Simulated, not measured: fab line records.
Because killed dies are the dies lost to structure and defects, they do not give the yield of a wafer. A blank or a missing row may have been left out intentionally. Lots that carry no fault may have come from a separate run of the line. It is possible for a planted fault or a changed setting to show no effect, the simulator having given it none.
fab line records	flow n5-finfet	part 2 of 2: steps 5 to 6 of 6
record: lots: 23	wafers: 69	last-day: 18
route steps=1938 shown BEOL_M8@1395 BEOL_M9@1415
lots with no fault: from the same line, run without faults
start-h: hours from the record's opening day to when the first of the lot's shown wafers began	wait-h: hours elapsed since this lot's preceding step	" the same as in the row above	L1.1+2: several wafers, shown together as one row	- no value present, or no start provided	* or withheld: withheld	< > ~ a bound
route shown NAME@n: a module of which the file shows steps, and the number in the route of the first	usual: mean and standard deviation over wafers with no fault	same: alike in all rows	chamber/n: place in a boat	sites: readings site by site	_std_site: the standard deviation of these	_edge_site: outer sites' mean less inner sites'	radius-mm: how far each site lies from the wafer's centre	mask NAME#n: copy n	behind: tool/chamber where the wafer was last shaped	hold: why the lot went on hold/how many hours it stayed there/how the hold came to an end	device: the transistor (n, p or np) that didn't switch	end of line: the tests these same wafers got at the end of their route	where a step has no rows: the recipe by itself	killed: at the first sort, the dies lost to defects and structure; wafer yield is something else	map: a wafer's dies, marking killed ones x, the rest . and places with no die _
set.NAME: the run value of the setting; set.NAME@STEP: its run value at that earlier step	model.NAME: the simulator's own value behind a step, which no gauge read
one table for each step of the route and one row for each wafer, over a sample of lots
services: when a tool's chamber went out of use (start-h, in hours from the record's first day, below 0 if earlier), for how many hours, and the reason
== steps ==
step: N5_BEOL_M9_ETCH_66
recipe: chemistry: N2/H2	target: SOC	target-depth-a: 800	overetch-a: 160	mask-material: SiARC	temp-c: 40	time-s: 120	ion-energy-ev: 200	pressure-mtorr: 30	source-w: 840	bias-w: 150	n2-flow-sccm: 200	h2-flow-sccm: 200
usual: drypump-motor-current-A: 5.7/0.53	oes-product-au: 0.60/0.065	rf-vpp-V: 525.7/2.7	showerhead-plenum-p-Torr: 2.61/0.098	throttle-valve-pct: 17.9/0.31
lot.wafer	tool	chamber	start-h	wait-h	drypump-motor-current-A	oes-product-au	rf-hours-counter-h	rf-vpp-V	showerhead-plenum-p-Torr	throttle-valve-pct
L074.2	rie-diel-06	0	206.90	0.0	5.1	0.57	162	520.5	2.42	17.7
L074.3	"	3	"	"	6.5	0.57	162	526.9	2.64	17.7
L074.4	"	1	"	"	6.6	0.66	44	528.3	2.70	17.5
L075.2	rie-diel-06	3	210.61	0.0	6.5	0.57	163	525.5	2.64	17.7
L075.4	"	1	"	"	6.6	0.66	-	527.1	2.70	17.5
L075.5	"	3	"	"	6.5	0.57	-	527.5	2.64	17.7
L076.1	rie-diel-06	3	214.78	0.0	6.5	0.56	165	526.1	2.64	17.7
L076.3	"	1	"	"	6.6	0.65	47	527.1	2.70	17.5
L076.4	"	1	"	"	6.6	0.66	-	529.3	2.70	17.5
L077.1	rie-diel-02	3	221.01	0.0	5.5	0.57	164	526.5	2.64	18.0
L077.4	"	1	"	"	5.7	0.73	12	527.7	2.72	18.2
L077.6	"	2	"	"	5.0	0.70	-	527.9	2.70	17.4
L078.1	rie-diel-02	1	221.55	0.0	5.6	0.73	12	528.7	2.72	18.2
L078.3	"	2	"	"	5.0	0.71	15	528.6	2.70	17.3
L078.6	"	0	"	"	5.2	0.56	-	525.1	2.63	18.0
L079.1	rie-diel-05	3	229.61	0.0	5.6	0.55	179	526.4	2.65	17.7
L079.3	"	2	"	"	5.0	0.56	206	525.6	2.64	18.5
L079.5	"	3	"	"	5.6	0.55	-	527.4	2.65	17.7
L080.1	rie-diel-02	1	237.17	0.0	5.6	0.72	17	527.8	2.72	18.2
L080.2	"	3	"	"	5.5	0.56	169	526.9	2.64	18.0
L080.4	"	2	"	"	5.0	0.70	20	528.2	2.70	17.4
L081.1	rie-diel-06	0	256.97	0.0	5.1	0.56	178	521.1	2.41	17.8
L081.2	"	3	"	"	6.5	0.56	178	526.4	2.63	17.8
L081.3	"	1	"	"	6.6	0.64	60	528.5	2.69	17.5
L082.1	rie-diel-05	3	263.49	0.0	5.6	0.55	188	526.8	2.65	17.8
L082.2	"	2	"	"	5.0	0.55	215	526.7	2.64	18.5
L082.6	"	0	"	"	6.2	0.54	-	521.0	2.40	18.1
L083.1	rie-diel-02	3	274.59	0.0	5.5	0.55	178	525.6	2.64	18.1
L083.2	"	1	"	"	5.6	0.70	27	529.6	2.71	18.2
L083.4	"	2	"	"	5.0	0.69	28	527.0	2.70	17.4
L084.1	rie-diel-05	2	282.60	0.0	5.0	0.54	221	526.6	2.64	18.5
L084.3	"	3	"	"	5.6	0.55	194	526.7	2.65	17.8
L084.6	"	2	"	"	5.0	0.54	-	526.6	2.64	18.6
L085.2	rie-diel-06	2	282.78	0.0	5.9	0.68	17	522.9	2.49	17.7
L085.3	"	3	"	"	6.5	0.56	187	525.4	2.63	17.8
L085.6	"	0	"	"	5.1	0.54	-	520.3	2.41	17.8
L086.2	rie-diel-05	1	285.24	0.0	5.7	0.63	78	522.8	2.57	17.9
L086.3	"	0	"	"	6.2	0.53	248	519.4	2.40	18.1
L086.4	"	3	"	"	5.6	0.55	195	525.3	2.65	17.8
L088.1	rie-diel-02	2	287.39	0.0	5.0	0.69	32	528.7	2.70	17.4
L088.2	"	3	"	"	5.5	0.56	181	527.8	2.64	18.1
L088.5	"	2	"	"	5.0	0.69	-	526.9	2.70	17.4
L087.2	rie-diel-05	3	296.75	0.0	5.6	0.55	198	525.5	2.64	17.8
L087.4	"	1	"	"	5.7	0.63	81	524.3	2.57	17.9
L087.6	"	0	"	"	6.2	0.53	-	520.7	2.39	18.1
L090.1	rie-diel-02	2	300.81	0.0	5.0	0.68	35	527.3	2.69	17.4
L090.3	"	3	"	"	5.5	0.55	184	525.9	2.63	18.1
L090.5	"	1	"	"	5.6	0.70	-	529.6	2.71	18.2
L094.2	rie-diel-02	1	325.34	0.0	5.6	0.68	40	530.2	2.71	18.2
L094.5	"	0	"	"	5.2	0.54	-	527.9	2.62	18.1
L094.6	"	1	"	"	5.7	0.68	-	527.0	2.71	18.2
L091.2	rie-diel-05	2	325.39	0.0	5.0	0.53	235	526.4	2.63	18.6
L091.3	"	3	"	"	5.6	0.55	208	525.2	2.64	17.8
L091.4	"	1	"	"	5.7	0.62	-	524.1	2.56	17.9
L092.1	rie-diel-02	3	328.92	0.0	5.5	0.55	193	527.3	2.63	18.1
L092.2	"	2	"	"	5.0	0.67	44	527.6	2.69	17.4
L092.5	"	1	"	"	5.6	0.68	-	527.5	2.71	18.2
L093.2	rie-diel-02	0	331.21	0.0	5.2	0.54	201	526.3	2.61	18.1
L093.4	"	0	"	"	5.2	0.55	-	526.2	2.61	18.1
L093.6	"	1	"	"	5.7	0.69	-	528.2	2.71	18.2
L096.1	rie-diel-06	3	347.50	0.0	6.5	0.55	207	526.9	2.62	17.8
L096.2	"	1	"	"	6.6	0.62	85	526.7	2.68	17.6
L096.3	"	2	"	"	5.9	0.65	34	521.8	2.49	17.8
L095.1	rie-diel-05	1	348.04	0.0	5.7	0.60	101	524.3	2.56	17.9
L095.3	"	3	"	"	5.6	0.54	217	527.1	2.64	17.8
L095.4	"	0	"	"	6.2	0.72	4	528.8	2.71	17.7
L097.1	rie-diel-06	2	349.60	0.0	5.8	0.65	35	522.1	2.48	17.8
L097.4	"	1	"	"	6.6	0.62	86	527.9	2.68	17.6
L097.5	"	1	"	"	6.6	0.62	-	528.8	2.68	17.6
step: N5_BEOL_M9_STRIP_80
recipe: chemistry: N2/H2	time-s: 10	power-w: 450	temp-c: 40	pressure-mtorr: 20	rf-frequency-hz: 6e+07	bias-power-w: 7	n2-flow-sccm: 200	h2-flow-sccm: 200
usual: drypump-motor-current-A: 5.6/0.53	oes-product-au: 0.79/0.091	rf-vpp-V: 59.5/0.81	showerhead-plenum-p-Torr: 2.61/0.098	throttle-valve-pct: 23.8/0.42
lot.wafer	tool	chamber	start-h	wait-h	drypump-motor-current-A	oes-product-au	rf-hours-counter-h	rf-vpp-V	showerhead-plenum-p-Torr	throttle-valve-pct
L074.2	rie-diel-06	0	-	-	5.1	0.73	162	58.5	2.41	23.4
L074.3	"	3	"	"	6.5	0.74	162	58.6	2.64	23.7
L074.4	"	1	"	"	6.6	0.86	44	59.1	2.70	23.3
L075.2	rie-diel-06	3	-	-	6.5	0.73	164	59.3	2.64	23.7
L075.4	"	1	"	"	6.6	0.87	-	60.3	2.70	23.3
L075.5	"	3	"	"	6.5	0.73	-	58.9	2.64	23.6
L076.1	rie-diel-06	3	-	-	6.5	0.74	165	59.7	2.64	23.6
L076.3	"	1	"	"	6.6	0.86	47	59.5	2.70	23.3
L076.4	"	1	"	"	6.6	0.86	-	59.1	2.70	23.3
L077.1	rie-diel-02	3	-	-	5.5	0.74	164	61.0	2.64	23.8
L077.4	"	1	"	"	5.6	0.96	12	59.4	2.71	24.4
L077.6	"	2	"	"	5.0	0.94	-	60.8	2.70	23.1
L078.1	rie-diel-02	1	-	-	5.6	0.97	12	58.8	2.71	24.4
L078.3	"	2	"	"	5.0	0.95	15	59.4	2.70	23.1
L078.6	"	0	"	"	5.2	0.73	-	60.7	2.62	23.7
L079.1	rie-diel-05	3	-	-	5.6	0.73	180	59.8	2.65	23.6
L079.3	"	2	"	"	5.0	0.71	207	59.1	2.64	24.6
L079.5	"	3	"	"	5.6	0.72	-	59.2	2.65	23.6
L080.1	rie-diel-02	1	-	-	5.6	0.95	17	59.0	2.71	24.4
L080.2	"	3	"	"	5.5	0.73	169	59.4	2.64	23.8
L080.4	"	2	"	"	5.0	0.94	20	60.1	2.70	23.1
L081.1	rie-diel-06	0	-	-	5.2	0.72	179	59.2	2.41	23.4
L081.2	"	3	"	"	6.5	0.71	179	59.7	2.63	23.7
L081.3	"	1	"	"	6.6	0.83	60	59.9	2.69	23.3
L082.1	rie-diel-05	3	-	-	5.6	0.71	189	60.3	2.64	23.6
L082.2	"	2	"	"	5.0	0.69	216	59.5	2.64	24.6
L082.6	"	0	"	"	6.1	0.69	-	60.0	2.39	23.9
L083.1	rie-diel-02	3	-	-	5.6	0.72	178	57.6	2.63	23.8
L083.2	"	1	"	"	5.6	0.92	27	59.8	2.71	24.4
L083.4	"	2	"	"	5.0	0.91	29	61.0	2.69	23.1
L084.1	rie-diel-05	2	-	-	5.0	0.69	221	61.2	2.63	24.6
L084.3	"	3	"	"	5.6	0.71	194	59.0	2.64	23.6
L084.6	"	2	"	"	5.0	0.70	-	59.9	2.63	24.6
L085.2	rie-diel-06	2	-	-	5.9	0.91	17	59.9	2.49	23.6
L085.3	"	3	"	"	6.5	0.71	187	59.0	2.63	23.7
L085.6	"	0	"	"	5.2	0.71	-	59.9	2.41	23.5
L086.2	rie-diel-05	1	-	-	5.7	0.84	78	59.6	2.56	23.9
L086.3	"	0	"	"	6.2	0.70	248	59.5	2.39	23.9
L086.4	"	3	"	"	5.6	0.72	195	57.8	2.64	23.6
L088.1	rie-diel-02	2	-	-	5.0	0.90	32	60.5	2.69	23.1
L088.2	"	3	"	"	5.5	0.73	181	61.0	2.63	23.8
L088.5	"	2	"	"	5.0	0.91	-	60.5	2.69	23.1
L087.2	rie-diel-05	3	-	-	5.6	0.71	198	59.9	2.64	23.6
L087.4	"	1	"	"	5.7	0.82	82	60.6	2.56	24.0
L087.6	"	0	"	"	6.2	0.68	-	59.5	2.39	23.9
L090.1	rie-diel-02	2	-	-	5.0	0.90	35	58.3	2.69	23.1
L090.3	"	3	"	"	5.5	0.71	184	59.6	2.63	23.8
L090.5	"	1	"	"	5.6	0.90	-	60.2	2.71	24.4
L094.2	rie-diel-02	1	-	-	5.6	0.91	41	59.9	2.70	24.4
L094.5	"	0	"	"	5.2	0.71	-	60.8	2.61	23.7
L094.6	"	1	"	"	5.6	0.91	-	58.1	2.70	24.5
L091.2	rie-diel-05	2	-	-	5.0	0.69	236	60.1	2.63	24.6
L091.3	"	3	"	"	5.6	0.70	209	58.9	2.64	23.7
L091.4	"	1	"	"	5.7	0.82	-	58.8	2.56	23.9
L092.1	rie-diel-02	3	-	-	5.5	0.71	193	58.8	2.63	23.8
L092.2	"	2	"	"	5.0	0.88	44	59.1	2.69	23.1
L092.5	"	1	"	"	5.6	0.90	-	60.5	2.70	24.4
L093.2	rie-diel-02	0	-	-	5.2	0.71	201	59.7	2.61	23.7
L093.4	"	0	"	"	5.2	0.70	-	60.0	2.61	23.7
L093.6	"	1	"	"	5.6	0.90	-	59.2	2.70	24.5
L096.1	rie-diel-06	3	-	-	6.5	0.70	207	59.2	2.62	23.7
L096.2	"	1	"	"	6.6	0.81	85	59.5	2.68	23.4
L096.3	"	2	"	"	5.9	0.87	34	58.9	2.48	23.6
L095.1	rie-diel-05	1	-	-	5.7	0.80	101	60.1	2.55	24.0
L095.3	"	3	"	"	5.6	0.70	217	59.8	2.63	23.7
L095.4	"	0	"	"	6.2	0.93	4	59.5	2.71	23.6
L097.1	rie-diel-06	2	-	-	5.9	0.87	35	60.4	2.48	23.6
L097.4	"	1	"	"	6.6	0.82	86	59.7	2.68	23.4
L097.5	"	1	"	"	6.6	0.81	-	58.8	2.68	23.4
== services ==
tool	chamber	start-h	hours	kind
cmp-04	-	206.72	4.0	pm
rie-diel-06	2	207.73	-	clean
rie-diel-06	2	207.73	-	consumable-replace:focus-ring
rie-diel-06	2	207.73	13.7	scheduled-down
rie-diel-06	2	207.73	13.7	vent-cycle
rie-diel-02	2	209.65	5.9	repair
cmp-04	-	210.72	-	consumable-replace:conditioner
cmp-04	-	211.32	2.4	repair
rie-diel-06	-	213.63	0.3	repair
cmp-04	-	220.99	1.0	repair
cmp-01	-	232.31	3.4	repair
cmp-02	-	250.35	4.0	pm
cmp-04	-	253.81	7.0	pm
cmp-02	-	258.64	1.5	repair
rie-diel-06	2	290.72	8.7	repair
cmp-04	-	297.49	1.3	repair
rie-diel-05	0	302.92	10.6	repair
rie-diel-06	1	313.56	3.6	repair
rie-diel-06	-	324.61	2.8	pm
cmp-04	-	330.03	0.5	repair
rie-diel-02	2	330.09	1.6	repair
cmp-04	-	335.82	1.4	repair
rie-diel-06	0	339.69	7.4	repair
cmp-01	-	343.23	1.1	repair
